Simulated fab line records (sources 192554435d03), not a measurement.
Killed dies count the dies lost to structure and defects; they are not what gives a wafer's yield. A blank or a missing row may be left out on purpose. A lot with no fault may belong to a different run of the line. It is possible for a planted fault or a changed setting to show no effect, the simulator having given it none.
Split-lot trial | flow n5 finfet | 39 wafers read from 7 lots, route of 1938 steps

SPLIT DETAILS
At N5_SD_EPI_N_ETCH_35 (etches SOC in N2/H2, overetch 108 nm, time 486 s), the setting time s was moved away from the recipe's 486 s on 9 of the 39 wafers read, by +14.2% to +22.8%. All remaining wafers had this setting at the recipe value.

FROM THE SPLIT TO THE READING: what the file shows between them, 3 steps
- N5_SD_EPI_N_STRIP_36: strips in N2/H2
- N5_SD_EPI_N_ETCHBACK_44: etches SiNx in CH3F/O2, stops on SiO2, target depth 14.5 nm
- N5_SD_EPI_N_ETCH_45: etches SiOCN in CH3F/O2, target depth 6 nm

THE READING
SiARC_of_SD_EPI_N_COAT_33.thk nm (the simulator's own value, which no gauge read), in nm, at N5_SD_EPI_N_ETCH_16 (etches SiO2 in CHF3/O2, target depth 5 nm). The file does not state a usual value for it. The 30 wafers here that ran the recipe average 12.8 nm, standard deviation 0.45 nm.

wafer  | tool, chamber at the split | time s as run, s | against the recipe | SiARC_of_SD_EPI_N_COAT_33.thk nm, nm | against lot-mates on the recipe
L074.1 | rie diel-01, 2             | 486              | recipe             | 12.4                                 | -
L074.2 | rie diel-01, 0,3,3         | 486              | recipe             | 13                                   | -
L074.4 | rie diel-01, 0,3,3         | 486              | recipe             | 13                                   | -
L074.5 | rie diel-01, 0,3,3         | 486              | recipe             | 13                                   | -
L074.6 | rie diel-01, 1,0           | 486              | recipe             | 13                                   | -
L074.3 | rie diel-01, 1,0           | 486              | recipe             | 12.6                                 | -
L079.2 | rie diel-03, 3,0,3         | 486              | recipe             | 13.2                                 | -
L079.6 | rie diel-03, 3,0,3         | 486              | recipe             | 13.2                                 | -
L079.5 | rie diel-03, 3,0,3         | 486              | recipe             | 13                                   | -
L080.1 | rie diel-03, 0             | 486              | recipe             | 12.8                                 | -
L080.2 | rie diel-03, 2             | 554.8            | +14.2%             | 10.2                                 | -2.7
L080.3 | rie diel-03, 1,3           | 486              | recipe             | 13                                   | -
L080.4 | rie diel-03, 1,3           | 486              | recipe             | 13                                   | -
L080.5 | rie diel-03, 0             | 554.8            | +14.2%             | 10.8                                 | -2.1
L080.6 | rie diel-03, 1             | 554.8            | +14.2%             | 11                                   | -1.9
L082.1 | rie diel-04, 1             | 486              | recipe             | 14                                   | -
L082.2 | rie diel-04, 2             | 486              | recipe             | 12.6                                 | -
L082.3 | rie diel-04, 3,2           | 563.2            | +15.9%             | 10.2                                 | -2.8
L082.4 | rie diel-04, 3,2           | 563.2            | +15.9%             | 10.2                                 | -2.8
L082.5 | rie diel-04, 1             | 563.2            | +15.9%             | 11.6                                 | -1.4
L082.6 | rie diel-04, 3             | 486              | recipe             | 12.4                                 | -
L092.1 | rie diel-01, 1,3,3         | 486              | recipe             | 12                                   | -
L092.6 | rie diel-01, 1,3,3         | 486              | recipe             | 12                                   | -
L092.2 | rie diel-01, 1,3,3         | 486              | recipe             | 11.8                                 | -
L092.3 | rie diel-01, 2             | 486              | recipe             | 12.6                                 | -
L092.4 | rie diel-01, 0             | 486              | recipe             | 13                                   | -
L092.5 | rie diel-01, 0             | 486              | recipe             | 13.2                                 | -
L094.1 | rie diel-01, 3             | 596.7            | +22.8%             | 8.2                                  | -4.8
L094.2 | rie diel-01, 2             | 486              | recipe             | 12.6                                 | -
L094.3 | rie diel-01, 0             | 486              | recipe             | 13.2                                 | -
L094.5 | rie diel-01, 0             | 486              | recipe             | 13.2                                 | -
L094.4 | rie diel-01, 1             | 596.7            | +22.8%             | 8.6                                  | -4.4
L094.6 | rie diel-01, 1             | 596.7            | +22.8%             | 8.6                                  | -4.4
L096.1 | rie diel-03, 3,0,0,3       | 486              | recipe             | 13                                   | -
L096.2 | rie diel-03, 3,0,0,3       | 486              | recipe             | 13                                   | -
L096.6 | rie diel-03, 3,0,0,3       | 486              | recipe             | 13                                   | -
L096.3 | rie diel-03, 2             | 486              | recipe             | 12.2                                 | -
L096.5 | rie diel-03, 2             | 486              | recipe             | 12.2                                 | -
L096.4 | rie diel-03, 3,0,0,3       | 486              | recipe             | 12.8                                 | -
The file does not say which wafer passed through which chamber wherever a row lists several chambers: such a row stands for several wafers.

FIT RESULTS
A straight line over all 39 wafers: SiARC_of_SD_EPI_N_COAT_33.thk nm changes by -0.169 nm for each +1% of time s; r = -0.93; the points scatter about the line by 0.51 nm.
The same after taking each lot's own level away (the mean of its wafers on the recipe; 39 wafers): -0.179 nm for each +1%; r = -0.95; scatter 0.47 nm.
The reading moves by 4.1 nm for the largest change in time s, on that fit.
The span of the lots' own levels, 12.43 to 13.13 nm, comes to 1.5 times the standard deviation stated above.
So the lot-to-lot level changes the slope little: the two slopes agree.
Check: with one of the wafers moved furthest among these (+22.8%) left out of the fit, the line predicts -3.88 nm for it against its lot-mates. Against them it came out at -4.8 nm.

THE WHOLE CHAIN: every reading that the file lists as answering this split, in the file's order
step                | what it does                                     | reading                                                                           | change (the file's fit)               | r (the file's)
N5_SD_EPI_N_ETCH_35 | etches SOC in N2/H2, overetch 108 nm, time 486 s | SiARC_of_SD_EPI_N_COAT_33.thk nm (the simulator's own value, which no gauge read) | -0.167 nm for each +1% of the setting | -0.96
N5_SD_EPI_N_ETCH_16 | etches SiO2 in CHF3/O2, target depth 5 nm        | SiARC_of_SD_EPI_N_COAT_33.thk nm (the simulator's own value, which no gauge read) | -0.177 nm for each +1% of the setting | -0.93

FILE'S OWN FIT
SiARC_of_SD_EPI_N_COAT_33.thk nm changes by -0.177 nm for each +1% of time s, r = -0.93.
